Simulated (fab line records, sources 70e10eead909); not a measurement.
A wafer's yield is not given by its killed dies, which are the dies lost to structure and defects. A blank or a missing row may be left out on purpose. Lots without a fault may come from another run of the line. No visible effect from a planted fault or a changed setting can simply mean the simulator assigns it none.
Which tool was responsible? || flow nand harc || 13 lots, 39 wafers sampled, at 5 steps of a route of 1159

== WHAT THE GAUGES READ, wafer by wafer ==
NHARC_P_ZERO_WELL_CD_MEAS_37: the cd target is 720 nm.
{"lot": "L973", "measured": "day 1 16:15", "on": "cd sem-02", "cd nm (nm)": "720.4 721.8 722.9"}
{"lot": "L974", "measured": "day 1 22:13", "on": "cd sem-03", "cd nm (nm)": "719.3 718.0 719.0"}
{"lot": "L976", "measured": "day 2 10:16", "on": "cd sem-03", "cd nm (nm)": "720.2 717.9 717.0"}
{"lot": "L977", "measured": "day 2 16:18", "on": "cd sem-03", "cd nm (nm)": "719.0 718.3 719.2"}
{"lot": "L981", "measured": "day 3 16:17", "on": "cd sem-03", "cd nm (nm)": "718.5 718.1 716.1"}
{"lot": "L983", "measured": "day 4 04:09", "on": "cd sem-01", "cd nm (nm)": "716.6 718.1 718.7"}
{"lot": "L988", "measured": "day 5 10:08", "on": "cd sem-01", "cd nm (nm)": "721.4 718.7 719.8"}
{"lot": "L989", "measured": "day 5 15:54", "on": "cd sem-01", "cd nm (nm)": "722.1 717.9 721.0"}
{"lot": "L991", "measured": "day 6 03:54", "on": "cd sem-03", "cd nm (nm)": "715.8 716.4 719.2"}
{"lot": "L993", "measured": "day 6 15:59", "on": "cd sem-01", "cd nm (nm)": "713.8 714.2 716.1"}
{"lot": "L994", "measured": "day 6 22:10", "on": "cd sem-01", "cd nm (nm)": "719.6 718.0 715.3"}
{"lot": "L995", "measured": "day 7 04:10", "on": "cd sem-01", "cd nm (nm)": "721.1 717.0 716.4"}
{"lot": "L996", "measured": "day 7 09:59", "on": "cd sem-02", "cd nm (nm)": "719.6 719.9 720.3"}

NHARC_P_STI_OCD_MEAS_17.
{"lot": "L973", "measured": "day 2 14:19", "on": "ocd-01", "trench depth nm (nm)": "294 307 301", "trench foot cd nm (nm)": "153 154 158"}
{"lot": "L974", "measured": "day 2 14:16", "on": "ocd-02", "trench depth nm (nm)": "292 298 300", "trench foot cd nm (nm)": "160 162 161"}
{"lot": "L976", "measured": "day 3 02:51", "on": "ocd-02", "trench depth nm (nm)": "299 299 295", "trench foot cd nm (nm)": "162 158 155"}
{"lot": "L977", "measured": "day 3 11:51", "on": "ocd-02", "trench depth nm (nm)": "299 303 293", "trench foot cd nm (nm)": "158 155 161"}
{"lot": "L981", "measured": "day 4 13:35", "on": "ocd-02", "trench depth nm (nm)": "292 300 298", "trench foot cd nm (nm)": "159 159 161"}
{"lot": "L983", "measured": "day 4 23:34", "on": "ocd-02", "trench depth nm (nm)": "305 310 306", "trench foot cd nm (nm)": "154 153 159"}
{"lot": "L988", "measured": "day 6 06:47", "on": "ocd-01", "trench depth nm (nm)": "290 298 298", "trench foot cd nm (nm)": "154 154 157"}
{"lot": "L989", "measured": "day 6 14:52", "on": "ocd-02", "trench depth nm (nm)": "294 299 300", "trench foot cd nm (nm)": "158 158 154"}
{"lot": "L991", "measured": "day 7 01:38", "on": "ocd-02", "trench depth nm (nm)": "292 296 296", "trench foot cd nm (nm)": "156 160 158"}
{"lot": "L993", "measured": "day 7 14:15", "on": "ocd-01", "trench depth nm (nm)": "302 291 303", "trench foot cd nm (nm)": "164 156 158"}
{"lot": "L994", "measured": "day 7 14:24", "on": "ocd-02", "trench depth nm (nm)": "302 307 302", "trench foot cd nm (nm)": "153 163 155"}
{"lot": "L995", "measured": "day 8 02:08", "on": "ocd-01", "trench depth nm (nm)": "306 291 302", "trench foot cd nm (nm)": "153 159 154"}
{"lot": "L996", "measured": "day 8 02:05", "on": "ocd-02", "trench depth nm (nm)": "303 304 304", "trench foot cd nm (nm)": "160 164 162"}

NHARC_END_SORT_01.
{"lot": "L991", "measured": "day 23 21:27", "on": "prober-01", "killed at array": "27 33 37", "killed at other": "0 1 0", "killed at periphery": "2 3 2", "killed dies": "29 37 39", "killed open": "2 3 5", "killed short": "3 3 1"}
{"lot": "L994", "measured": "day 24 18:47", "on": "prober-01", "killed at array": "50 45 55", "killed at other": "1 0 1", "killed at periphery": "7 3 7", "killed dies": "58 48 63", "killed open": "2 1 7", "killed short": "1 2 2"}
{"lot": "L995", "measured": "day 24 12:58", "on": "prober-02", "killed at array": "36 31 27", "killed at other": "1 0 2", "killed at periphery": "1 1 4", "killed dies": "38 32 33", "killed open": "2 1 1", "killed short": "1 0 1"}

== WHAT TOOL EACH LOT RAN ON (gives the tool, then ch and the chambers of the sampled wafers, and finally the start) ==
{"lot": "L973", "NHARC_P_STI_CMP_21": "cmp-03 ch 1,2,3, day 3 08:24", "NHARC_P_GATE_ETCH_104": "rie diel-04 ch 0,1,3, day 4 15:49"}
{"lot": "L974", "NHARC_P_STI_CMP_21": "cmp-02 ch 0,1,2, day 3 08:19", "NHARC_P_GATE_ETCH_104": "rie diel-03 ch 0,1,3, day 4 15:22"}
{"lot": "L976", "NHARC_P_STI_CMP_21": "cmp-03 ch 1,2,3, day 3 23:09", "NHARC_P_GATE_ETCH_104": "rie diel-03 ch 0,3, day 5 05:58"}
{"lot": "L977", "NHARC_P_STI_CMP_21": "cmp-03 ch 0,2, day 4 07:46", "NHARC_P_GATE_ETCH_104": "rie diel-01 ch 0,1,3, day 5 14:56"}
{"lot": "L981", "NHARC_P_STI_CMP_21": "cmp-03 ch 0,1,3, day 5 06:06", "NHARC_P_GATE_ETCH_104": "rie diel-04 ch 1,2, day 6 20:46"}
{"lot": "L983", "NHARC_P_STI_CMP_21": "cmp-03 ch 0,2,3, day 5 22:14", "NHARC_P_GATE_ETCH_104": "rie diel-03 ch 0,1,3, day 7 12:04"}
{"lot": "L988", "NHARC_P_STI_CMP_21": "cmp-02 ch 2,3, day 7 04:07", "NHARC_P_GATE_ETCH_104": "rie diel-03 ch 1,2,3, day 8 16:26"}
{"lot": "L989", "NHARC_P_STI_CMP_21": "cmp-04 ch 0,1,2, day 7 11:37", "NHARC_P_GATE_ETCH_104": "rie diel-03 ch 1,3, day 8 20:52"}
{"lot": "L991", "NHARC_P_STI_CMP_21": "cmp-04 ch 0,1, day 7 22:31", "NHARC_P_GATE_ETCH_104": "rie diel-03 ch 2,3, day 9 06:32"}
{"lot": "L993", "NHARC_P_STI_CMP_21": "cmp-02 ch 0,2,3, day 8 11:32", "NHARC_P_GATE_ETCH_104": "rie diel-03 ch 0,3, day 9 20:59"}
{"lot": "L994", "NHARC_P_STI_CMP_21": "cmp-03 ch 1,2,3, day 8 11:29", "NHARC_P_GATE_ETCH_104": "rie diel-01 ch 1,2,3, day 9 20:21"}
{"lot": "L995", "NHARC_P_STI_CMP_21": "cmp-04 ch 0,2,3, day 9 02:18", "NHARC_P_GATE_ETCH_104": "rie diel-01 ch 0,3, day 10 12:10"}
{"lot": "L996", "NHARC_P_STI_CMP_21": "cmp-02 ch 0,1,3, day 9 02:16", "NHARC_P_GATE_ETCH_104": "rie diel-01 ch 0,1,3, day 10 10:07"}
- NHARC_P_STI_CMP_21: polishes, t overpolish 20 s, target thk 380.67 nm.
- NHARC_P_GATE_ETCH_104: etches the open film in CF4/CHF3, target depth 60 nm.

== AS READ BY THE TOOLS THEMSELVES (means over the sampled wafers that have a number; for cases with no such wafer, the mark the record gives instead) ==
NHARC_P_STI_CMP_21.
{"lot": "L973", "tool": "cmp-03", "motor current A (A)": 12.7, "overpolish run s (s)": 20.001, "slurry flow ml min": 149.9}
{"lot": "L974", "tool": "cmp-02", "motor current A (A)": 12.1, "overpolish run s (s)": 19.996, "slurry flow ml min": 150.2}
{"lot": "L976", "tool": "cmp-03", "motor current A (A)": 12.8, "overpolish run s (s)": 20.014, "slurry flow ml min": 150.3}
{"lot": "L977", "tool": "cmp-03", "motor current A (A)": 12.2, "overpolish run s (s)": 20.000, "slurry flow ml min": 150.4}
{"lot": "L981", "tool": "cmp-03", "motor current A (A)": 12.6, "overpolish run s (s)": 72.982, "slurry flow ml min": 150.1}
{"lot": "L983", "tool": "cmp-03", "motor current A (A)": 12.6, "overpolish run s (s)": 72.984, "slurry flow ml min": 150.1}
{"lot": "L988", "tool": "cmp-02", "motor current A (A)": 12.3, "overpolish run s (s)": 20.003, "slurry flow ml min": 150.0}
{"lot": "L989", "tool": "cmp-04", "motor current A (A)": 12.7, "overpolish run s (s)": 20.000, "slurry flow ml min": 149.4}
{"lot": "L991", "tool": "cmp-04", "motor current A (A)": 13.2, "overpolish run s (s)": 19.994, "slurry flow ml min": 150.0}
{"lot": "L993", "tool": "cmp-02", "motor current A (A)": 11.7, "overpolish run s (s)": 20.003, "slurry flow ml min": 149.7}
{"lot": "L994", "tool": "cmp-03", "motor current A (A)": 12.6, "overpolish run s (s)": 20.009, "slurry flow ml min": 149.8}
{"lot": "L995", "tool": "cmp-04", "motor current A (A)": 12.8, "overpolish run s (s)": 20.001, "slurry flow ml min": 150.0}
{"lot": "L996", "tool": "cmp-02", "motor current A (A)": 12.0, "overpolish run s (s)": 19.993, "slurry flow ml min": 149.9}

NHARC_P_GATE_ETCH_104.
{"lot": "L973", "tool": "rie diel-04", "drypump motor current A (A)": 5.5, "oes product au (a.u.)": 0.945, "rf vpp V (V)": 372.7, "showerhead plenum p Torr (Torr)": 1.63, "throttle valve pct (%)": 16.809}
{"lot": "L974", "tool": "rie diel-03", "drypump motor current A (A)": 5.4, "oes product au (a.u.)": 0.953, "rf vpp V (V)": 369.6, "showerhead plenum p Torr (Torr)": 1.56, "throttle valve pct (%)": 16.792}
{"lot": "L976", "tool": "rie diel-03", "drypump motor current A (A)": 5.4, "oes product au (a.u.)": 0.946, "rf vpp V (V)": 369.4, "showerhead plenum p Torr (Torr)": 1.54, "throttle valve pct (%)": 16.808}
{"lot": "L977", "tool": "rie diel-01", "drypump motor current A (A)": 5.4, "oes product au (a.u.)": 0.949, "rf vpp V (V)": 368.0, "showerhead plenum p Torr (Torr)": 1.53, "throttle valve pct (%)": 16.810}
{"lot": "L981", "tool": "rie diel-04", "drypump motor current A (A)": 5.8, "oes product au (a.u.)": 0.949, "rf vpp V (V)": 371.9, "showerhead plenum p Torr (Torr)": 1.59, "throttle valve pct (%)": 16.794}
{"lot": "L983", "tool": "rie diel-03", "drypump motor current A (A)": 5.4, "oes product au (a.u.)": 0.913, "rf vpp V (V)": 370.3, "showerhead plenum p Torr (Torr)": 1.56, "throttle valve pct (%)": 16.806}
{"lot": "L988", "tool": "rie diel-03", "drypump motor current A (A)": 5.8, "oes product au (a.u.)": 0.934, "rf vpp V (V)": 369.2, "showerhead plenum p Torr (Torr)": 1.53, "throttle valve pct (%)": 16.801}
{"lot": "L989", "tool": "rie diel-03", "drypump motor current A (A)": 5.6, "oes product au (a.u.)": 0.915, "rf vpp V (V)": 369.2, "showerhead plenum p Torr (Torr)": 1.54, "throttle valve pct (%)": 16.789}
{"lot": "L991", "tool": "rie diel-03", "drypump motor current A (A)": 6.1, "oes product au (a.u.)": 0.947, "rf vpp V (V)": 367.5, "showerhead plenum p Torr (Torr)": 1.48, "throttle valve pct (%)": 16.801}
{"lot": "L993", "tool": "rie diel-03", "drypump motor current A (A)": 5.6, "oes product au (a.u.)": 0.945, "rf vpp V (V)": 369.8, "showerhead plenum p Torr (Torr)": 1.51, "throttle valve pct (%)": 16.801}
{"lot": "L994", "tool": "rie diel-01", "drypump motor current A (A)": 5.5, "oes product au (a.u.)": 0.970, "rf vpp V (V)": 371.8, "showerhead plenum p Torr (Torr)": 1.60, "throttle valve pct (%)": 16.805}
{"lot": "L995", "tool": "rie diel-01", "drypump motor current A (A)": 5.3, "oes product au (a.u.)": 0.943, "rf vpp V (V)": 369.7, "showerhead plenum p Torr (Torr)": 1.53, "throttle valve pct (%)": 16.802}
{"lot": "L996", "tool": "rie diel-01", "drypump motor current A (A)": 5.4, "oes product au (a.u.)": 0.970, "rf vpp V (V)": 370.8, "showerhead plenum p Torr (Torr)": 1.60, "throttle valve pct (%)": 16.810}

== THE ANSWER, worked out from the rows above alone ==
Rule: what is usual is taken from the lots themselves. Put in order of their means at a reading, lots are off if they are a third of the lots or fewer, leave a main group of 4 or more, and stand apart from it by a gap of 3 or more times the standard deviation of the main group's means; of several such gaps the widest counts. A main group is skipped when, at the precision printed for the reading in the tables above, its means are all equal. A lot without any number at a reading at which 4 lots or more have one is off too. All remaining lots with rows at the step are treated as sound. The gauges are gone through in route order, then the tools' own readings, and for those a lot's mean is taken as printed above. The first step at which some lot is off is used, and at that step the reading that is off furthest; a lot without a number counts as furthest.
Off at NHARC_P_STI_CMP_21 (overpolish run s): L981, L983. For the main group the mean is 20.001 s and the standard deviation 0.0059.
A tool fits if, at that step or a process step before it, it ran every lot that is off, and no sound lot after the first of them. None of those tried fits.

== WHAT THE SIMULATOR HAD PUT IN ==
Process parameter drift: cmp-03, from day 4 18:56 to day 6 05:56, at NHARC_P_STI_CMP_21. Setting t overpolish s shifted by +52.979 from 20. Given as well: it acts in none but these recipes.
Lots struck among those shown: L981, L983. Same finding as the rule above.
